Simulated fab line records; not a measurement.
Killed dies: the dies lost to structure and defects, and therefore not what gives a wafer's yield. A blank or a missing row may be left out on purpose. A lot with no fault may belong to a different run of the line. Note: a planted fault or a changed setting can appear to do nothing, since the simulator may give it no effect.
Lot-split experiment    flow n5Finfet    on a route of 1938 steps: 7 lots, 21 wafers read

## SPLIT DETAILS
At N5_BEOL_M7_COAT_22 (resist thk 30 nm), the setting spinRpm was moved away from the recipe's 1500 rpm on 9 of the 21 wafers read, by -9.3% to +9.9%. This setting was run at the recipe's value on the other wafers.

## FROM THE SPLIT TO THE READING: what the file shows between them, 4 steps
- N5_BEOL_M7_EBR_24
- N5_BEOL_M7_SOFTBAKE_23: time 60 s
- N5_BEOL_M7_EXPOSE_25: exposes mask V6, target cd 40 nm
- N5_BEOL_M7_PEB_26: peb time 60 s

## THE READING
CAR-EUV_of_BEOL_M7_COAT_22.thkNm (the simulator's own value, which no gauge read), in nm, at N5_BEOL_M7_DEVELOP_27 (develop time 30 s). The file gives no usual value for it. The 12 wafers here that ran the recipe average 29.6 nm, standard deviation 0.12 nm.

wafer   tool, chamber at the split  spinRpm as run, rpm  against the recipe  CAR-EUV_of_BEOL_M7_COAT_22.thkNm, nm  against lot-mates on the recipe
L075.2  lithoTrack-04, 0            1582                 +5.5%               28.8                                  -0.8
L075.3  lithoTrack-04, 0            1582                 +5.5%               28.8                                  -0.8
L075.4  lithoTrack-04, 0            1500                 recipe              29.6                                  -
L078.1  lithoTrack-04, 0            1500                 recipe              29.6                                  -
L078.3  lithoTrack-04, 0            1500                 recipe              29.6                                  -
L078.6  lithoTrack-04, 0            1500                 recipe              29.6                                  -
L077.1  lithoTrack-03, 0            1428                 -4.8%               30.4                                  +0.6
L077.4  lithoTrack-03, 0            1428                 -4.8%               30.4                                  +0.6
L077.3  lithoTrack-03, 0            1500                 recipe              29.8                                  -
L084.2  lithoTrack-01, 0            1500                 recipe              29.6                                  -
L084.4  lithoTrack-01, 0            1361                 -9.3%               31                                    +1.5
L084.6  lithoTrack-01, 0            1500                 recipe              29.4                                  -
L087.1  lithoTrack-04, 0            1500                 recipe              29.6                                  -
L087.5  lithoTrack-04, 0            1500                 recipe              29.6                                  -
L087.6  lithoTrack-04, 0            1500                 recipe              29.6                                  -
L088.2  lithoTrack-04, 0            1649                 +9.9%               28                                    -1.4
L088.3  lithoTrack-04, 0            1649                 +9.9%               28                                    -1.4
L088.6  lithoTrack-04, 0            1500                 recipe              29.4                                  -
L091.1  lithoTrack-04, 0            1586                 +5.7%               28.8                                  -1.0
L091.6  lithoTrack-04, 0            1586                 +5.7%               28.8                                  -1.0
L091.4  lithoTrack-04, 0            1500                 recipe              29.8                                  -

THE FIT
A straight line over all 21 wafers: CAR-EUV_of_BEOL_M7_COAT_22.thkNm changes by -0.155 nm for each +1% of spinRpm; r = -0.99; the points scatter about the line by 0.1 nm.
The same after taking each lot's own level away (the mean of its wafers on the recipe; 21 wafers): -0.148 nm for each +1%; r = -0.99; scatter 0.077 nm.
That fit puts the effect of the largest move of spinRpm on the reading at 1.5 nm.
The lots' own levels span 29.40 to 29.80 nm, that is 3.5 times the standard deviation above.
Hence the lot-to-lot level has little effect on the slope; both slopes agree.
Check: for one of the wafers moved furthest among these (+9.9%), held out of the fit, the line's prediction against its lot-mates is -1.51 nm. Against them it came out at -1.4 nm.

## THE WHOLE CHAIN: every reading that the file lists as answering this split, in the file's order
step                   what it does                                          reading                                                                            change (the file's fit)                                                                r (the file's)
N5_BEOL_M7_COAT_22     resist thk 30 nm                                      CAR-EUV_of_BEOL_M7_COAT_22.thkNm (the simulator's own value, which no gauge read)  -0.14 nm for each +1% of the setting                                                   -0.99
N5_BEOL_M7_DEVELOP_27  develop time 30 s                                     CAR-EUV_of_BEOL_M7_COAT_22.thkNm (the simulator's own value, which no gauge read)  -0.151 nm for each +1% of the setting                                                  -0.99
N5_BEOL_M7_ETCH_65     etches SiARC in CF4, target depth 15.6 nm, time 26 s  CAR-EUV_of_BEOL_M7_COAT_22.thkNm (the simulator's own value, which no gauge read)  -0.148 nm for each +1% of the setting, in a fit together with spinRpm@BEOL_M7_COAT_64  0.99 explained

## FILE'S OWN FIT
CAR-EUV_of_BEOL_M7_COAT_22.thkNm changes by -0.151 nm for each +1% of spinRpm, r = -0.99.
